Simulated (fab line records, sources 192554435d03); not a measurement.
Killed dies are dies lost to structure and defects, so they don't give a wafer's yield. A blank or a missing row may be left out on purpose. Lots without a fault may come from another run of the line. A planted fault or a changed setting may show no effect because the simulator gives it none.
A struck lot beside a sound one | flow n5_finfet | 23 steps out of a route of 1938
Sound: wafers L546.1, L546.2, L546.3. Struck: wafers L544.1, L544.2, L544.3. The cause comes at the end.
At each step with rows: each side's tool, then ch and its chambers, then its first start. Under that, the readings that differ: sound wafers | struck wafers | difference of the means | sigmas: that difference in standard deviations of wafers without a fault.
alike: readings whose means differ by less than 2 such deviations, and words and numbers that are the same on both sides. not compared: withheld readings, readings that some wafer has no value for, bounds like >300 that may hide the same value, and numbers for which the record gives no deviation and whose values overlap.
The two part at a step that has a row with sigmas, a row that says differs or no value, or rows on one side only. Numbers that don't overlap but have no deviation are shown without sigmas and don't part them. A reading that every wafer of one side lacks parts them only if that side has two wafers or more.

first, 10 steps without rows for these wafers: N5_DUMMY_GATE_STRIP_48 (strips in N2/H2, time 20 s); N5_DUMMY_GATE_PRECLEAN_33 (cleans in dHF, time 10 s); N5_DUMMY_GATE_PRECLEAN_25 (cleans in O3/DIW, time 45 s); N5_DUMMY_GATE_PRECLEAN_51 (cleans in SC2, time 45 s); N5_DUMMY_GATE_SRD_26 (time 30 s); N5_DUMMY_GATE_UV_OZONE_45 (time 120 s); N5_SPACER0_ALD_07 (deposits SiNx, target thk 2 nm); N5_SPACER0_ALD_00 (deposits SiOCN, target thk 3.5 nm, pulse time 3 s, purge time 2 s); N5_SPACER0_ALD_08 (deposits SiNx, target thk 2 nm); N5_SD_EPI_N_COAT_32 (time 60 s, resist thk 350 nm).
N5_SD_EPI_N_COAT_33: time 60 s, resist thk 35 nm.
  sound on litho_track-04 ch 0, day 6 07:40; struck on litho_track-05 ch 0, day 5 20:37
  reading                                     | sound                | struck               | difference | sigmas
  spin_speed_rpm (rpm)                        | 1499.5 1498.1 1500.0 | 1436.0 1434.8 1436.2 | -63.5      | -69
  model.SiARC_of_SD_EPI_N_COAT_33.thk_nm (nm) | 35 35 35             | 35.6 35.6 35.6       | +0.6       |
  alike: plate_temp_C, resist_line_temp_C
then, 7 steps without rows for these wafers: N5_SD_EPI_N_COAT_03 (resist thk 150 nm); N5_SD_EPI_N_EBR_05; N5_SD_EPI_N_SOFTBAKE_04 (time 60 s); N5_SD_EPI_N_EXPOSE_06 (exposes mask SD N BLK, target cd 120 nm); N5_SD_EPI_N_PEB_07 (peb time 60 s); N5_SD_EPI_N_DEVELOP_08 (develop time 30 s); N5_SD_EPI_N_DESCUM_14 (chemistry O2, time 7.9 s).
N5_SD_EPI_N_ETCH_34: etches SiARC in CF4, target depth 45.5 nm, time 75.8 s.
  sound on rie_diel-02 ch 0,2,3, day 6 08:10; struck on rie_diel-02 ch 0,1,2, day 5 21:15
  reading                  | sound             | struck           | difference | sigmas
  model.etch.depth_nm (nm) | 34.92 34.94 34.94 | 35.64 35.62 35.6 | +0.69      |
  alike: bias_w, drypump_motor_current_A, etch_rf_on_time_s, oes_product_au, rf_vpp_V, showerhead_plenum_p_Torr, throttle_valve_pct
  not compared: rf_hours_counter_h, model.CAR-ArF-block_of_SD_EPI_N_COAT_03.thk_nm
N5_SD_EPI_N_ETCH_35: etches SOC in N2/H2, overetch 108 nm, time 486 s.
  sound on rie_diel-02 ch 0,2,3, day 6 08:13; struck on rie_diel-02 ch 0,1,2, day 5 21:19
  alike: bias_w, drypump_motor_current_A, oes_product_au, rf_vpp_V, showerhead_plenum_p_Torr, throttle_valve_pct
  not compared: rf_hours_counter_h, model.SiARC_of_SD_EPI_N_COAT_33.thk_nm
then, 1 step without rows for these wafers: N5_SD_EPI_N_STRIP_36 (strips in N2/H2).
-- the record jumps here: 6 days lie between the struck wafers' starts before and after (it left off in module SD_EPI_N and takes up again in module BEOL_M4, whose first step shown is number 1111 of the route) --
N5_BEOL_M4_RC_MEAS_101:
  sound on prober-01 ch 0, day 12 07:55; struck on prober-01 ch 0, day 11 14:29
  alike: DIBL_N, DIBL_P, IOFF_N, IOFF_P, ION_N, ION_P, SS_N, SS_P, VT_N, VT_P
then, 1 step without rows for these wafers: N5_PASSIVATION_PROBE_49.

WHERE THEY PART
Only at N5_SD_EPI_N_COAT_33, within this record. Later steps at which nothing parts them and some readings are alike: N5_SD_EPI_N_ETCH_34, N5_SD_EPI_N_ETCH_35, N5_BEOL_M4_RC_MEAS_101.

WHY: what the simulator had put in
Process parameter drift: litho_track-05, from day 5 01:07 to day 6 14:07, at N5_SD_EPI_N_COAT_33. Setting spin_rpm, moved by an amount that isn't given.
